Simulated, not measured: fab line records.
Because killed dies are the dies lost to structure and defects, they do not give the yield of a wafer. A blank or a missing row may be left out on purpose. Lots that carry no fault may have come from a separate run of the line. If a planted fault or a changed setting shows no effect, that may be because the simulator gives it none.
fab line records	flow n5-finfet
[record] lots = 24	wafers = 72	last-day = 17
route steps=1938 shown HKMG_FIN@431 GATE_CUT@493
lots that met no fault: taken from a fault-free run of the same line
start-h: hours from the record's opening day to when the first of the lot's shown wafers began	wait-h: hours elapsed since this lot's preceding step	" unchanged from the row above	L1.1+2: one row covering several wafers at once	- no value, or no start given	* or withheld: withheld	< > ~ a bound
route shown NAME@n: names a module that has steps shown in the file, with the first one's number in the route	usual: the fault-free wafers' mean and standard deviation	same: alike in all rows	chamber/n: place in a boat	sites: readings site by site	_std_site: the standard deviation of these	_edge_site: the outer-site mean with the inner-site mean subtracted	radius-mm: for every site, how far away it sits from the centre of the wafer	mask NAME#n: copy n	behind: tool/chamber where the wafer was last shaped	hold: why the lot went on hold/how many hours it stayed there/how the hold came to an end	device: whichever transistor did not switch (one of n, p or np)	end of line: at the end of the route, the tests of the same wafers	a step without rows: its recipe alone	killed: at the first sort, the dies lost to defects and structure; wafer yield is something else	map: a wafer's dies, x killed, . not, _ none there
set.NAME: the setting the step ran with; set.NAME@STEP: the setting that earlier step ran with	model.NAME: the simulator's own value behind a step, which no gauge read
route steps across a sampled set of lots; one table per step, one row per wafer
services: a tool's chamber out of use, with start hour (start-h, from the record's first day; less than 0 if before it), hours out, and reason
[[steps]]
[step N5_HKMG_FIN_OVL_MEAS_13]
[recipe] points-per-wafer = 44
[usual] NWFM_OVL = -0.2/0.72
lot.wafer	tool	chamber	start-h	wait-h	NWFM_OVL[nm]
L074.3	overlay-01	0	75.46	0.0	-0.7
L074.4	"	0	"	"	-0.5
L074.5	"	0	"	"	-1.0
L075.1	overlay-02	0	85.60	0.0	0.2
L075.2	"	0	"	"	-0.9
L075.3	"	0	"	"	0.5
L076.2	overlay-02	0	87.74	0.0	0.7
L076.3	"	0	"	"	0.6
L076.6	"	0	"	"	1.0
L077.1	overlay-02	0	98.30	0.0	-0.1
L077.3	"	0	"	"	0.3
L077.6	"	0	"	"	-0.1
L078.1	overlay-01	0	99.27	0.0	0.1
L078.5	"	0	"	"	-0.9
L078.6	"	0	"	"	-0.2
L079.3	overlay-02	0	106.77	0.0	0.1
L079.4	"	0	"	"	0.1
L079.5	"	0	"	"	1.0
L080.2	overlay-02	0	110.52	0.0	-1.1
L080.4	"	0	"	"	-0.9
L080.6	"	0	"	"	-0.5
L081.2	overlay-01	0	116.92	0.0	0.5
L081.3	"	0	"	"	0.3
L081.4	"	0	"	"	-0.3
L082.2	overlay-02	0	125.78	0.0	1.2
L082.3	"	0	"	"	-0.4
L082.6	"	0	"	"	0.4
L083.1	overlay-02	0	130.34	0.0	-1.1
L083.4	"	0	"	"	0.8
L083.5	"	0	"	"	-1.5
L084.1	overlay-02	0	139.42	0.0	-0.5
L084.3	"	0	"	"	-0.5
L084.6	"	0	"	"	0.7
L085.2	overlay-01	0	141.74	0.0	0.0
L085.3	"	0	"	"	-1.6
L085.6	"	0	"	"	-0.4
L086.1	overlay-01	0	150.43	0.0	0.5
L086.3	"	0	"	"	0.3
L086.4	"	0	"	"	-1.2
L087.1	overlay-02	0	156.82	0.0	-2.4
L087.2	"	0	"	"	-1.2
L087.3	"	0	"	"	-1.8
L088.1	overlay-02	0	159.88	0.0	0.0
L088.4	"	0	"	"	0.0
L088.5	"	0	"	"	0.0
L089.2	overlay-01	0	167.99	0.0	-0.1
L089.5	"	0	"	"	0.4
L089.6	"	0	"	"	-0.1
L090.2	overlay-02	0	169.60	0.0	0.9
L090.3	"	0	"	"	0.5
L090.5	"	0	"	"	0.7
L091.1	overlay-01	0	176.81	0.0	-0.7
L091.3	"	0	"	"	-0.4
L091.5	"	0	"	"	-1.0
L092.2	overlay-01	0	187.17	0.0	-0.1
L092.4	"	0	"	"	0.5
L092.5	"	0	"	"	0.8
L093.3	overlay-01	0	189.90	0.0	0.5
L093.5	"	0	"	"	0.4
L093.6	"	0	"	"	0.8
L094.2	overlay-01	0	194.96	0.0	0.5
L094.4	"	0	"	"	0.1
L094.6	"	0	"	"	0.1
L095.1	overlay-02	0	201.57	0.0	-0.4
L095.2	"	0	"	"	-0.4
L095.4	"	0	"	"	-0.2
L096.1	overlay-02	0	208.33	0.0	0.4
L096.5	"	0	"	"	-0.5
L096.6	"	0	"	"	-0.7
L097.2	overlay-01	0	213.46	0.0	0.9
L097.5	"	0	"	"	-0.6
L097.6	"	0	"	"	-0.3
[step N5_HKMG_FIN_INSPECT_28]
[recipe] inspect-instrument = darkfield	mode = post-cmp
[usual] raw-defect-count = 44/19
lot.wafer	tool	chamber	start-h	wait-h	raw-defect-count
L074.3	defect-inspect-02	-	80.18	0.0	31
L074.4	"	-	"	"	30
L074.5	"	-	"	"	45
L075.1	defect-inspect-01	-	90.14	0.0	39
L075.2	"	-	"	"	31
L075.3	"	-	"	"	45
L076.2	defect-inspect-01	-	92.47	0.0	46
L076.3	"	-	"	"	42
L076.6	"	-	"	"	37
L077.1	defect-inspect-01	-	102.95	0.0	52
L077.3	"	-	"	"	37
L077.6	"	-	"	"	53
L078.1	defect-inspect-02	-	103.90	0.0	42
L078.5	"	-	"	"	28
L078.6	"	-	"	"	34
L079.3	defect-inspect-01	-	111.48	0.0	31
L079.4	"	-	"	"	24
L079.5	"	-	"	"	36
L080.2	defect-inspect-01	-	115.08	0.0	39
L080.4	"	-	"	"	62
L080.6	"	-	"	"	36
L081.2	defect-inspect-02	-	121.49	0.0	71
L081.3	"	-	"	"	58
L081.4	"	-	"	"	44
L082.2	defect-inspect-02	-	130.28	0.0	59
L082.3	"	-	"	"	60
L082.6	"	-	"	"	106
L083.1	defect-inspect-01	-	134.92	0.0	21
L083.4	"	-	"	"	21
L083.5	"	-	"	"	29
L084.1	defect-inspect-01	-	144.44	0.0	36
L084.3	"	-	"	"	33
L084.6	"	-	"	"	72
L085.2	defect-inspect-02	-	146.27	0.0	77
L085.3	"	-	"	"	26
L085.6	"	-	"	"	33
L086.1	defect-inspect-02	-	155.22	0.0	16
L086.3	"	-	"	"	38
L086.4	"	-	"	"	25
L087.1	defect-inspect-02	-	161.53	0.0	58
L087.2	"	-	"	"	38
L087.3	"	-	"	"	14
L088.1	defect-inspect-02	-	164.36	0.0	44
L088.4	"	-	"	"	70
L088.5	"	-	"	"	94
L089.2	defect-inspect-01	-	172.42	0.0	99
L089.5	"	-	"	"	67
L089.6	"	-	"	"	24
L090.2	defect-inspect-02	-	174.05	0.0	33
L090.3	"	-	"	"	15
L090.5	"	-	"	"	22
L091.1	defect-inspect-01	-	182.21	0.0	51
L091.3	"	-	"	"	51
L091.5	"	-	"	"	48
L092.2	defect-inspect-02	-	193.51	0.0	46
L092.4	"	-	"	"	81
L092.5	"	-	"	"	46
L093.3	defect-inspect-02	-	194.42	0.0	83
L093.5	"	-	"	"	84
L093.6	"	-	"	"	51
L094.2	defect-inspect-02	-	199.50	0.0	37
L094.4	"	-	"	"	25
L094.6	"	-	"	"	44
L095.1	defect-inspect-02	-	206.54	0.0	30
L095.2	"	-	"	"	34
L095.4	"	-	"	"	43
L096.1	defect-inspect-01	-	212.80	0.0	20
L096.5	"	-	"	"	22
L096.6	"	-	"	"	22
L097.2	defect-inspect-02	-	217.98	0.0	21
L097.5	"	-	"	"	38
L097.6	"	-	"	"	75
[step N5_GATE_CUT_ETCH_37]
[recipe] chemistry = N2/H2	target = SOC	target-depth-a = 600	overetch-a = 120	mask-material = SiARC	temp-c = 40	time-s = 90	ion-energy-ev = 200	pressure-mtorr = 30	source-w = 840	bias-w = 150	n2-flow-sccm = 200	h2-flow-sccm = 200
[usual] drypump-motor-current-A = 5.6/0.37	oes-product-au = 0.72/0.081	rf-vpp-V = 525.4/1.8	showerhead-plenum-p-Torr = 2.59/0.06	temp-c = 39.99/0.12	throttle-valve-pct = 17.63/0.25
lot.wafer	tool	chamber	start-h	wait-h	drypump-motor-current-A	oes-product-au	rf-hours-counter-h	rf-vpp-V	showerhead-plenum-p-Torr	temp-c	throttle-valve-pct
L074.3	rie-diel-01	3	84.03	0.0	6.2	0.63	233	522.6	2.52	39.72	17.85
L074.4	"	0	"	"	5.6	0.64	209	522.8	2.50	40.01	17.70
L074.5	"	2	"	"	5.8	0.84	-	522.7	2.49	40.00	17.81
L075.1	rie-diel-04	3	93.97	0.0	6.1	0.74	86	525.6	2.54	40.23	17.13
L075.2	"	1	"	"	5.0	0.69	135	527.0	2.68	40.02	17.67
L075.3	"	0	"	"	5.4	0.69	142	527.6	2.64	40.03	17.66
L076.2	rie-diel-05	3	96.30	0.0	5.8	0.65	230	525.9	2.59	40.08	17.39
L076.3	"	0	"	"	5.0	0.65	185	526.8	2.63	40.02	17.71
L076.6	"	3	"	"	5.8	0.65	-	526.3	2.59	40.00	17.42
L077.1	rie-diel-01	2	106.97	0.0	5.8	0.82	16	522.9	2.49	39.91	17.81
L077.3	"	3	"	"	6.2	0.62	239	523.4	2.52	39.91	17.88
L077.6	"	3	"	"	6.2	0.62	-	521.4	2.52	39.92	17.86
L078.1	rie-diel-04	2	107.69	0.0	6.0	0.62	235	526.8	2.60	40.24	18.05
L078.5	"	0	"	"	5.4	0.68	-	527.0	2.64	40.09	17.65
L078.6	"	1	"	"	4.9	0.68	-	527.3	2.68	39.98	17.68
L079.3	rie-diel-05	1	115.68	0.0	5.6	0.82	22	525.5	2.60	39.96	17.62
L079.4	"	1	"	"	5.6	0.81	-	526.1	2.60	40.14	17.63
L079.5	"	0	"	"	5.0	0.65	-	526.8	2.63	40.03	17.74
L080.2	rie-diel-04	0	119.09	0.0	5.4	0.69	150	528.1	2.64	39.87	17.67
L080.4	"	1	"	"	5.0	0.68	143	526.9	2.67	40.08	17.67
L080.6	"	1	"	"	5.0	0.68	-	528.0	2.67	40.10	17.69
L081.2	rie-diel-01	1	125.58	0.0	5.7	0.78	42	529.6	2.70	39.93	17.86
L081.3	"	2	"	"	5.8	0.81	22	521.3	2.49	40.02	17.82
L081.4	"	3	"	"	6.2	0.62	245	522.0	2.52	40.03	17.88
L082.2	rie-diel-05	1	135.17	0.0	5.6	0.80	28	526.2	2.59	39.93	17.64
L082.3	"	0	"	"	5.0	0.64	199	525.2	2.63	40.08	17.74
L082.6	"	3	"	"	5.8	0.64	-	524.8	2.59	39.94	17.44
L083.1	rie-diel-01	0	138.70	0.0	5.6	0.63	226	522.6	2.49	39.98	17.74
L083.4	"	2	"	"	5.8	0.81	26	523.4	2.48	39.71	17.84
L083.5	"	1	"	"	5.7	0.79	-	528.2	2.70	40.12	17.89
L084.1	rie-diel-05	1	148.36	0.0	5.6	0.79	33	526.6	2.59	39.94	17.65
L084.3	"	0	"	"	5.0	0.64	203	525.4	2.63	39.77	17.72
L084.6	"	0	"	"	5.0	0.64	-	524.0	2.63	39.90	17.74
L085.2	rie-diel-04	1	150.34	0.0	4.9	0.67	155	526.0	2.67	39.66	17.70
L085.3	"	3	"	"	6.1	0.73	103	523.8	2.54	40.12	17.15
L085.6	"	1	"	"	5.0	0.68	-	526.2	2.67	39.92	17.69
L086.1	rie-diel-04	1	159.01	0.0	5.0	0.67	157	527.3	2.67	39.95	17.68
L086.3	"	2	"	"	6.0	0.60	248	526.0	2.59	40.03	18.07
L086.4	"	0	"	"	5.4	0.67	162	525.0	2.63	39.89	17.68
L087.1	rie-diel-05	0	165.81	0.0	5.0	0.64	209	525.6	2.62	39.94	17.76
L087.2	"	1	"	"	5.6	0.78	39	528.0	2.59	39.93	17.65
L087.3	"	2	"	"	5.7	0.83	18	525.4	2.58	40.13	17.44
L088.1	rie-diel-04	0	168.14	0.0	5.4	0.67	166	526.7	2.63	40.00	17.70
L088.4	"	3	"	"	6.1	0.72	-	525.0	2.54	40.03	17.15
L088.5	"	0	"	"	5.4	0.67	-	526.1	2.63	39.79	17.69
L089.2	rie-diel-05	2	176.33	0.0	5.7	0.83	23	525.4	2.58	40.02	17.45
L089.5	"	0	"	"	5.0	0.64	-	525.8	2.62	40.06	17.76
L089.6	"	3	"	"	5.8	0.86	-	527.6	2.58	40.11	17.01
L090.2	rie-diel-04	3	177.88	0.0	6.1	0.72	112	524.3	2.53	40.12	17.15
L090.3	"	3	"	"	6.1	0.72	-	524.9	2.53	40.14	17.17
L090.5	"	3	"	"	6.1	0.71	-	525.5	2.53	40.08	17.18
L091.1	rie-diel-01	0	186.00	0.0	5.6	0.61	242	522.9	2.49	39.79	17.76
L091.3	"	1	"	"	5.7	0.76	62	528.4	2.69	39.88	17.90
L091.5	"	1	"	"	5.7	0.75	-	526.9	2.69	39.95	17.91
L092.2	rie-diel-04	2	197.31	0.0	6.0	0.89	0	525.4	2.59	39.77	17.71
L092.4	"	3	"	"	6.1	0.71	119	523.1	2.53	39.87	17.17
L092.5	"	3	"	"	6.1	0.71	-	524.6	2.53	39.99	17.19
L093.3	rie-diel-05	0	198.24	0.0	5.0	0.63	219	525.6	2.62	40.02	17.76
L093.5	"	2	"	"	5.7	0.81	-	525.2	2.58	40.09	17.48
L093.6	"	1	"	"	5.6	0.77	-	525.5	2.59	40.09	17.68
L094.2	rie-diel-05	0	203.44	0.0	5.0	0.63	220	525.5	2.62	40.05	17.77
L094.4	"	2	"	"	5.7	0.81	30	526.6	2.58	40.03	17.47
L094.6	"	2	"	"	5.7	0.80	-	524.7	2.58	39.91	17.47
L095.1	rie-diel-05	0	212.66	0.0	5.0	0.63	225	525.6	2.62	40.03	17.78
L095.2	"	2	"	"	5.7	0.80	34	525.2	2.58	39.99	17.48
L095.4	"	3	"	"	5.8	0.81	13	525.5	2.58	40.00	17.02
L096.1	rie-diel-05	0	217.69	0.0	5.0	0.62	227	525.9	2.62	39.98	17.79
L096.5	"	3	"	"	5.7	0.81	-	523.6	2.58	39.91	17.03
L096.6	"	2	"	"	5.7	0.80	-	524.6	2.58	39.83	17.48
L097.2	rie-diel-01	3	222.28	0.0	6.2	0.82	12	521.8	2.51	40.06	17.52
L097.5	"	2	"	"	5.8	0.77	-	520.9	2.47	39.85	17.87
L097.6	"	1	"	"	5.7	0.75	-	528.6	2.69	40.08	17.92
[step N5_GATE_CUT_ETCH_19]
[recipe] chemistry = CH3F/O2	target = SiNx	mask-material = SiO2	target-depth-a = 537	time-s = 76.7	pressure-mtorr = 30	source-w = 395	bias-w = 73	Ar_flow_sccm = 150	CH3F_flow_sccm = 30	O2_flow_sccm = 20	ion-energy-ev = 120	ends = cleared
[usual] drypump-motor-current-A = 5.6/0.36	etch-rf-on-time-s = 77.0/1.9	oes-product-au = 0.68/0.076	rf-vpp-V = 297/6.5	showerhead-plenum-p-Torr = 2.05/0.039	throttle-valve-pct = 16.24/0.21
lot.wafer	tool	chamber	start-h	wait-h	drypump-motor-current-A	etch-rf-on-time-s	oes-product-au	rf-hours-counter-h	rf-vpp-V	showerhead-plenum-p-Torr	throttle-valve-pct
L074.3	rie-diel-01	3	84.24	0.0	6.1	80.5	0.58	233	287	1.99	16.37
L074.4	"	0	"	"	5.7	78.2	0.60	209	292	1.98	16.47
L074.5	"	2	"	"	5.8	76.2	0.81	-	297	1.97	16.40
L075.1	rie-diel-04	3	94.17	0.0	6.1	74.8	0.72	86	310	2.04	15.99
L075.2	"	1	"	"	5.0	75.1	0.66	135	301	2.06	15.98
L075.3	"	0	"	"	5.4	78.2	0.65	142	295	2.08	16.33
L076.2	rie-diel-05	3	96.50	0.0	5.8	77.8	0.61	230	294	2.08	16.26
L076.3	"	0	"	"	5.0	75.1	0.62	185	295	2.09	16.30
L076.6	"	3	"	"	5.8	78.1	0.61	-	294	2.08	16.26
L077.1	rie-diel-01	2	107.18	0.0	5.8	76.2	0.80	16	298	1.97	16.41
L077.3	"	3	"	"	6.2	80.9	0.58	239	288	1.99	16.39
L077.6	"	3	"	"	6.2	81.0	0.58	-	288	1.99	16.42
L078.1	rie-diel-04	2	107.89	0.0	6.0	75.7	0.59	235	292	2.04	16.68
L078.5	"	0	"	"	5.4	77.2	0.64	-	296	2.08	16.33
L078.6	"	1	"	"	4.9	74.6	0.65	-	302	2.06	15.97
L079.3	rie-diel-05	1	115.89	0.0	5.6	77.3	0.77	22	293	2.06	16.20
L079.4	"	1	"	"	5.6	77.3	0.77	-	292	2.06	16.20
L079.5	"	0	"	"	5.0	75.1	0.63	-	293	2.08	16.31
L080.2	rie-diel-04	0	119.29	0.0	5.4	78.1	0.64	150	294	2.08	16.34
L080.4	"	1	"	"	4.9	74.7	0.65	143	302	2.06	16.00
L080.6	"	1	"	"	4.9	75.1	0.65	-	302	2.06	16.00
L081.2	rie-diel-01	1	125.79	0.0	5.7	79.0	0.73	42	302	2.11	16.22
L081.3	"	2	"	"	5.8	75.9	0.78	22	299	1.97	16.44
L081.4	"	3	"	"	6.2	81.3	0.57	245	287	1.99	16.42
L082.2	rie-diel-05	1	135.37	0.0	5.6	77.1	0.76	29	291	2.06	16.19
L082.3	"	0	"	"	5.0	73.9	0.62	199	294	2.08	16.31
L082.6	"	3	"	"	5.8	77.1	0.61	-	292	2.08	16.31
L083.1	rie-diel-01	0	138.90	0.0	5.6	79.3	0.58	226	291	1.98	16.49
L083.4	"	2	"	"	5.8	75.5	0.77	26	299	1.97	16.45
L083.5	"	1	"	"	5.7	78.3	0.74	-	302	2.11	16.22
L084.1	rie-diel-05	1	148.56	0.0	5.6	78.4	0.74	33	292	2.06	16.24
L084.3	"	0	"	"	5.0	75.0	0.62	203	292	2.08	16.31
L084.6	"	0	"	"	5.0	74.9	0.62	-	294	2.08	16.32
L085.2	rie-diel-04	1	150.55	0.0	4.9	74.9	0.65	155	301	2.06	16.02
L085.3	"	3	"	"	6.1	73.4	0.70	103	310	2.04	16.01
L085.6	"	1	"	"	4.9	74.7	0.65	-	303	2.06	16.01
L086.1	rie-diel-04	1	159.21	0.0	5.0	75.4	0.64	157	301	2.05	16.02
L086.3	"	2	"	"	6.0	75.7	0.58	248	292	2.04	16.69
L086.4	"	0	"	"	5.4	76.9	0.64	162	295	2.08	16.36
L087.1	rie-diel-05	0	166.01	0.0	5.0	73.9	0.62	209	291	2.08	16.34
L087.2	"	1	"	"	5.6	76.7	0.75	39	293	2.06	16.24
L087.3	"	2	"	"	5.7	76.0	0.80	19	305	2.03	15.96
L088.1	rie-diel-04	0	168.34	0.0	5.4	76.3	0.64	166	294	2.07	16.37
L088.4	"	3	"	"	6.1	74.5	0.70	-	308	2.03	16.04
L088.5	"	0	"	"	5.4	76.7	0.64	-	295	2.07	16.35
L089.2	rie-diel-05	2	176.53	0.0	5.7	76.3	0.78	23	307	2.03	15.97
L089.5	"	0	"	"	5.0	75.2	0.61	-	293	2.08	16.34
L089.6	"	3	"	"	5.8	80.5	0.79	-	293	2.07	15.83
L090.2	rie-diel-04	3	178.19	0.0	6.1	74.5	0.70	112	309	2.03	16.04
L090.3	"	3	"	"	6.1	74.3	0.70	-	310	2.03	16.04
L090.5	"	3	"	"	6.1	74.7	0.69	-	310	2.03	16.05
L091.1	rie-diel-01	0	186.20	0.0	5.6	77.9	0.58	242	291	1.97	16.53
L091.3	"	1	"	"	5.7	78.9	0.71	62	302	2.11	16.28
L091.5	"	1	"	"	5.7	78.5	0.72	-	302	2.11	16.27
L092.2	rie-diel-04	2	197.52	0.0	6.0	76.4	0.85	0	293	2.04	16.28
L092.4	"	3	"	"	6.1	73.8	0.69	120	308	2.03	16.03
L092.5	"	3	"	"	6.1	74.9	0.69	-	307	2.03	16.05
L093.3	rie-diel-05	0	198.45	0.0	5.0	75.7	0.60	219	294	2.08	16.35
L093.5	"	2	"	"	5.7	76.8	0.76	-	306	2.03	16.01
L093.6	"	1	"	"	5.6	77.8	0.73	-	292	2.05	16.24
L094.2	rie-diel-05	0	203.64	0.0	5.0	76.2	0.60	220	292	2.07	16.35
L094.4	"	2	"	"	5.6	77.2	0.77	30	308	2.03	16.00
L094.6	"	2	"	"	5.7	77.5	0.76	-	308	2.03	15.99
L095.1	rie-diel-05	0	212.86	0.0	5.0	75.9	0.60	225	292	2.07	16.36
L095.2	"	2	"	"	5.7	78.0	0.76	34	308	2.03	16.00
L095.4	"	3	"	"	5.8	81.4	0.75	14	293	2.07	15.85
L096.1	rie-diel-05	1	217.90	0.0	5.5	78.0	0.72	57	291	2.05	16.27
L096.5	"	1	"	"	5.6	77.6	0.72	-	293	2.05	16.28
L096.6	"	2	"	"	5.7	76.8	0.76	-	307	2.02	16.00
L097.2	rie-diel-01	3	222.48	0.0	6.2	76.4	0.79	12	288	1.98	16.03
L097.5	"	2	"	"	5.8	75.6	0.74	-	298	1.96	16.47
L097.6	"	1	"	"	5.7	79.0	0.70	-	301	2.10	16.26
[step N5_GATE_CUT_CUT_ETCH_55]
[recipe] chemistry = BCl3	target = HfO2	mask-material = SiO2	target-depth-a = 32	ion-energy-ev = 30	pressure-mtorr = 5	icp-w = 450	bias-w = 18	bcl3-flow-sccm = 80
[usual] drypump-motor-current-A = 5.5/0.48	oes-product-au = 0.79/0.14	throttle-valve-pct = 33.6/0.6
lot.wafer	tool	chamber	start-h	wait-h	drypump-motor-current-A	oes-product-au	rf-hours-counter-h	throttle-valve-pct
L074.3	rie-metal-02	0	84.49	0.0	5.5	0.59	-	33.6
L074.4	"	1	"	"	4.7	0.68	-	34.3
L074.5	"	0	"	"	5.6	0.59	-	33.6
L075.1	rie-metal-03	1	94.40	0.0	6.0	1.01	1	32.4
L075.2	"	0	"	"	6.0	0.74	74	34.0
L075.3	"	1	"	"	6.0	1.02	-	32.4
L076.2	rie-metal-01	1	96.73	0.0	5.9	0.91	9	33.3
L076.3	"	1	"	"	5.8	0.91	-	33.3
L076.6	"	1	"	"	5.9	0.91	-	33.3
L077.1	rie-metal-01	1	107.40	0.0	5.9	0.90	10	33.3
L077.3	"	0	"	"	5.6	0.58	-	33.2
L077.6	"	0	"	"	5.6	0.57	-	33.2
L078.1	rie-metal-03	1	108.12	0.0	6.0	0.99	2	32.4
L078.5	"	1	"	"	6.0	0.99	-	32.4
L078.6	"	0	"	"	6.0	0.72	-	34.0
L079.3	rie-metal-02	1	116.25	0.1	4.7	0.68	-	34.3
L079.4	"	1	"	"	4.7	0.68	-	34.3
L079.5	"	1	"	"	4.7	0.67	-	34.3
L080.2	rie-metal-01	0	119.53	0.0	5.6	0.58	137	33.2
L080.4	"	1	"	"	5.9	0.90	-	33.3
L080.6	"	1	"	"	5.9	0.89	-	33.3
L081.2	rie-metal-03	0	126.02	0.0	6.0	0.71	76	33.9
L081.3	"	1	"	"	6.0	0.97	-	32.4
L081.4	"	0	"	"	6.0	0.72	-	34.0
L082.2	rie-metal-02	0	135.60	0.0	5.6	0.94	2	33.7
L082.3	"	1	"	"	4.7	0.67	-	34.3
L082.6	"	0	"	"	5.6	0.94	-	33.6
L083.1	rie-metal-01	0	139.13	0.0	5.6	0.58	138	33.2
L083.4	"	1	"	"	5.9	0.89	-	33.3
L083.5	"	1	"	"	5.9	0.88	-	33.3
L084.1	rie-metal-02	0	148.79	0.0	5.6	0.92	3	33.7
L084.3	"	1	"	"	4.7	0.66	-	34.3
L084.6	"	1	"	"	4.7	0.66	-	34.3
L085.2	rie-metal-02	1	150.77	0.0	4.7	0.67	98	34.3
L085.3	"	1	"	"	4.7	0.66	-	34.3
L085.6	"	1	"	"	4.7	0.67	-	34.3
L086.1	rie-metal-01	1	159.44	0.0	5.9	0.88	15	33.3
L086.3	"	0	"	"	5.6	0.56	-	33.2
L086.4	"	1	"	"	5.9	0.87	-	33.3
L087.1	rie-metal-03	1	166.24	0.0	6.0	0.95	7	32.4
L087.2	"	0	"	"	6.0	0.71	80	34.0
L087.3	"	1	"	"	6.0	0.93	-	32.4
L088.1	rie-metal-02	0	168.57	0.0	5.6	0.90	5	33.7
L088.4	"	1	"	"	4.7	0.65	-	34.3
L088.5	"	1	"	"	4.7	0.66	-	34.3
L089.2	rie-metal-03	0	176.76	0.0	6.0	0.71	82	34.0
L089.5	"	1	"	"	6.0	0.93	-	32.4
L089.6	"	0	"	"	6.0	0.71	-	34.0
L090.2	rie-metal-01	0	178.46	0.0	5.6	0.98	1	33.2
L090.3	"	0	"	"	5.6	0.98	-	33.2
L090.5	"	1	"	"	5.8	0.85	-	33.3
L091.1	rie-metal-02	0	186.43	0.0	5.6	0.91	6	33.7
L091.3	"	1	"	"	4.7	0.66	-	34.3
L091.5	"	0	"	"	5.6	0.90	-	33.7
L092.2	rie-metal-02	1	197.74	0.0	4.7	0.65	101	34.3
L092.4	"	1	"	"	4.7	0.66	-	34.3
L092.5	"	1	"	"	4.7	0.66	-	34.3
L093.3	rie-metal-02	1	198.69	0.0	4.7	0.65	-	34.3
L093.5	"	0	"	"	5.6	0.90	-	33.7
L093.6	"	1	"	"	4.7	0.65	-	34.3
L094.2	rie-metal-01	0	203.87	0.0	5.6	0.94	4	33.2
L094.4	"	1	"	"	5.9	0.84	-	33.3
L094.6	"	1	"	"	5.8	0.86	-	33.3
L095.1	rie-metal-02	1	213.09	0.0	4.7	0.65	102	34.3
L095.2	"	0	"	"	5.6	0.88	8	33.7
L095.4	"	0	"	"	5.6	0.89	-	33.7
L096.1	rie-metal-03	0	218.12	0.0	6.1	0.71	85	34.0
L096.5	"	0	"	"	6.0	0.70	-	34.0
L096.6	"	1	"	"	6.0	0.90	-	32.4
L097.2	rie-metal-01	1	222.71	0.0	5.9	0.85	22	33.3
L097.5	"	0	"	"	5.6	0.92	-	33.2
L097.6	"	1	"	"	5.9	0.84	-	33.3
[step N5_GATE_CUT_CMP_61]
[recipe] stop-on = SiNx	t-overpolish-s = 3	post-cmp-clean = alkaline-brush	down-force-psi = 4	platen-rpm = 27.09	pad-velocity-m-s = 0.539
[usual] motor-current-A = 12.4/1.2	retaining-ring-pressure-frac = 0.999/0.0047
lot.wafer	tool	chamber	start-h	wait-h	motor-current-A	retaining-ring-pressure-frac
L074.4	cmp-02	3	87.18	0.4	11.5	1.009
L074.3	"	1	"	"	12.4	1.004
L074.5	"	0	"	"	11.4	1.004
L075.3	cmp-01	2	97.85	0.3	13.3	0.997
L075.2	"	3	"	"	12.3	0.997
L075.1	"	0	"	"	12.3	0.995
L076.3	cmp-03	2	99.59	0.3	12.3	0.998
L076.2	"	0	"	"	11.4	0.996
L076.6	"	2	"	"	12.1	1.000
L077.1	cmp-01	3	110.13	0.4	13.0	0.996
L077.3	"	2	"	"	13.4	1.006
L077.6	"	3	"	"	12.9	0.996
L078.1	cmp-02	2	111.26	0.3	11.1	1.002
L078.6	"	1	"	"	12.4	0.997
L078.5	"	2	"	"	11.6	0.993
L079.4	cmp-01	0	120.51	0.3	12.8	0.998
L079.3	"	2	"	"	13.8	0.995
L079.5	"	0	"	"	12.7	0.997
L080.4	cmp-03	1	122.22	0.3	10.8	0.998
L080.2	"	2	"	"	12.3	0.993
L080.6	"	0	"	"	10.8	0.993
L081.2	cmp-01	1	128.64	0.4	14.3	1.000
L081.3	"	3	"	"	12.6	1.001
L081.4	"	0	"	"	13.1	0.999
L082.2	cmp-03	3	138.22	0.4	13.4	0.999
L082.3	"	0	"	"	10.7	1.000
L082.6	"	3	"	"	14.2	1.002
L083.4	cmp-01	2	141.76	0.4	13.5	0.998
L083.1	"	1	"	"	14.2	0.999
L083.5	"	2	"	"	13.4	1.002
L084.1	cmp-02	3	151.47	0.3	11.9	0.990
L084.3	"	0	"	"	10.4	1.007
L084.6	"	1	"	"	12.7	0.999
L085.2	cmp-01	2	153.40	0.4	13.9	0.994
L085.3	"	0	"	"	12.7	0.990
L085.6	"	3	"	"	13.1	1.009
L086.3	cmp-02	3	162.06	0.4	12.1	1.004
L086.4	"	1	"	"	12.5	1.000
L086.1	"	2	"	"	11.2	0.995
L087.1	cmp-03	3	168.86	0.4	13.7	1.001
L087.3	"	0	"	"	11.5	1.006
L087.2	"	1	"	"	10.9	0.994
L088.4	cmp-02	1	171.22	0.3	12.7	1.005
L088.1	"	3	"	"	11.6	1.001
L088.5	"	0	"	"	11.4	0.995
L089.2	cmp-01	3	179.70	0.3	13.2	0.997
L089.5	"	1	"	"	13.4	0.997
L089.6	"	2	"	"	13.4	0.998
L090.2	cmp-01	2	181.08	0.4	13.1	1.005
L090.3	"	0	"	"	13.1	1.001
L090.5	"	3	"	"	12.2	0.996
L091.1	cmp-03	1	189.33	0.3	10.4	1.002
L091.3	"	2	"	"	11.6	1.000
L091.5	"	3	"	"	13.6	0.994
L092.2	cmp-03	3	200.46	0.4	13.8	1.005
L092.4	"	2	"	"	12.2	0.997
L092.5	"	3	"	"	14.9	0.998
L093.3	cmp-01	0	201.44	0.3	12.4	1.002
L093.5	"	3	"	"	12.7	1.004
L093.6	"	0	"	"	12.4	0.999
L094.4	cmp-03	1	206.69	0.4	10.7	1.002
L094.2	"	2	"	"	12.7	1.002
L094.6	"	1	"	"	10.3	0.994
L095.4	cmp-03	1	216.09	0.4	10.6	1.002
L095.2	"	3	"	"	14.0	1.001
L095.1	"	0	"	"	11.1	1.004
L096.1	cmp-03	3	220.74	0.4	13.6	1.011
L096.5	"	3	"	"	13.8	1.004
L096.6	"	0	"	"	10.9	0.994
L097.2	cmp-01	1	225.43	0.2	13.4	0.996
L097.5	"	2	"	"	13.1	0.998
L097.6	"	3	"	"	12.6	0.994
[[services]]
tool	chamber	start-h	hours	kind
cmp-03	-	68.99	4.0	pm
rie-metal-03	0	78.39	6.7	repair
rie-diel-01	2	78.79	3.0	repair
rie-diel-01	-	100.88	0.9	repair
cmp-01	-	102.80	2.5	repair
cmp-03	-	109.17	2.9	repair
cmp-03	-	118.77	1.5	repair
cmp-01	-	123.45	1.3	repair
rie-diel-04	0	135.51	2.6	repair
rie-diel-04	2	137.67	9.0	repair
cmp-03	-	142.80	0.4	repair
rie-metal-03	-	149.00	0.4	repair
cmp-03	-	153.91	0.3	repair
rie-diel-05	3	154.00	3.5	repair
rie-diel-04	-	156.29	1.1	repair
rie-diel-04	1	173.36	6.0	repair
cmp-01	-	186.87	1.3	repair
rie-diel-05	-	200.69	1.2	repair
cmp-03	-	201.25	0.8	repair
rie-diel-04	3	204.29	12.3	repair
rie-diel-01	-	205.20	14.6	pm
cmp-01	-	210.70	7.7	pm
cmp-03	-	219.62	0.4	repair
cmp-01	-	220.48	4.0	pm
[[key]]
fault none
